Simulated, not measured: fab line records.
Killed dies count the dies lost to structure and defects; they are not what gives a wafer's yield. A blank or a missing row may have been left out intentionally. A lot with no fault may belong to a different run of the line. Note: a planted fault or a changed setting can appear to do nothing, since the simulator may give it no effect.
A lot that was struck, set against a sound lot ; flow nand-harc ; 15 out of 1302 route steps
Sound: wafers L198.1, L198.2, L198.3. Struck: wafer L192.2 (L192.5, L192.6, from the same lot, were not struck and are left out); the cause is given at the end.
Per side, at each step with rows, come the tool, then ch with its chambers, and then its first start. Under that, the readings that differ: sound wafers ; struck wafers ; difference of the means ; sigmas: that difference in standard deviations of wafers without a fault.
alike: readings with means less than 2 such deviations apart, plus words and numbers identical on both sides. not compared: withheld readings, readings lacking a value on some wafer, bounds such as >300 that could conceal the same value, and numbers that have no deviation in the record and whose values overlap.
The two part at a step that has a row with sigmas, a row that says differs or no value, or rows on one side only. Numbers that don't overlap but have no deviation are shown without sigmas and don't part them. A reading that every wafer of one side lacks parts them only if that side has two wafers or more.

NHARC_A_DECK1_JOINT_CMP_02: polishes SiOx.
  sound on cmp-01 ch 0,2,3, day 19 18:45; struck on cmp-01 ch 3, day 17 17:37
  alike: edge-zone-pressure-frac, motor-current-A
following that, these wafers have no rows for 1 step: NHARC_A_DECK1_JOINT_SRD_15.
NHARC_A_DECK1_JOINT_DEP_16: deposits SiO2, target thk 45 nm.
  sound on pecvd-03 ch 0,1,2, day 19 19:07; struck on pecvd-01 ch 1, day 17 17:59
reading;sound;struck;difference;sigmas
heater-power-w (W);529 468 505;702;+201;+2
  alike: flow-sccm, throttle-valve-pct
NHARC_A_DECK1_JOINT_THK_MEAS_17: measures by ellipsometry.
  sound on film-metro-02 at day 19 19:24; struck on film-metro-02 at day 17 18:12
  alike: thk-nm
NHARC_A_DECK1_JOINT_INSPECT_05:
  sound on defect-inspect-01 at day 19 19:26; struck on defect-inspect-01 at day 17 18:14
  alike: raw-defect-count
following that, 1 step holds no rows for these wafers, namely NHARC_A_ONON_D2_DEP_00 (target thickness 1000 nm).
NHARC_A_ONON_D2_THK_MEAS_02: measures by ellipsometry.
  sound on film-metro-01 at day 19 20:06; struck on film-metro-02 at day 17 18:49
  alike: thk-nm
following that, 1 step holds no rows for these wafers, namely NHARC_A_ONON_D2_DEP_03 (target thickness 1000 nm).
NHARC_A_ONON_D2_THK_MEAS_05: measures by ellipsometry.
  sound on film-metro-01 at day 19 20:48; struck on film-metro-01 at day 17 19:23
  alike: thk-nm
following that, 1 step holds no rows for these wafers, namely NHARC_A_ONON_D2_DEP_06 (target thickness 1000 nm).
NHARC_A_ONON_D2_THK_MEAS_08: measures by ellipsometry.
  sound on film-metro-01 at day 19 21:22; struck on film-metro-01 at day 17 19:56
reading;sound;struck;difference;sigmas
thk-nm (nm);1014 1015 1013;986;-28;-3
NHARC_A_ONON_D2_DEP_09: target thk 1000 nm.
  sound on pecvd-onon-02 ch 0, day 19 21:25; struck on pecvd-onon-03 ch 0, day 17 20:04
NHARC_A_ONON_D2_THK_MEAS_11: measures by ellipsometry.
  sound on film-metro-01 at day 19 21:56; struck on film-metro-01 at day 17 20:31
reading;sound;struck;difference;sigmas
thk-nm (nm);1008 1007 1008;523;-485;-61
following that, 1 step holds no rows for these wafers, namely NHARC_A_ONON_D2_DEP_12 (target thickness 1000 nm).
-- record jumps: 12 days between struck wafers' starts before vs after; left off in module A_ONON_D2, resumes in module END, first step shown is number 1302 of the route --
NHARC_END_SORT_01:
  the record has rows for the struck wafers here (prober-02 ch 0, day 29 17:35) and none for the sound ones

== WHERE THEY PART ==
First at NHARC_A_DECK1_JOINT_DEP_16; last, within this record, at NHARC_END_SORT_01.

WHY: what had been put in by the simulator
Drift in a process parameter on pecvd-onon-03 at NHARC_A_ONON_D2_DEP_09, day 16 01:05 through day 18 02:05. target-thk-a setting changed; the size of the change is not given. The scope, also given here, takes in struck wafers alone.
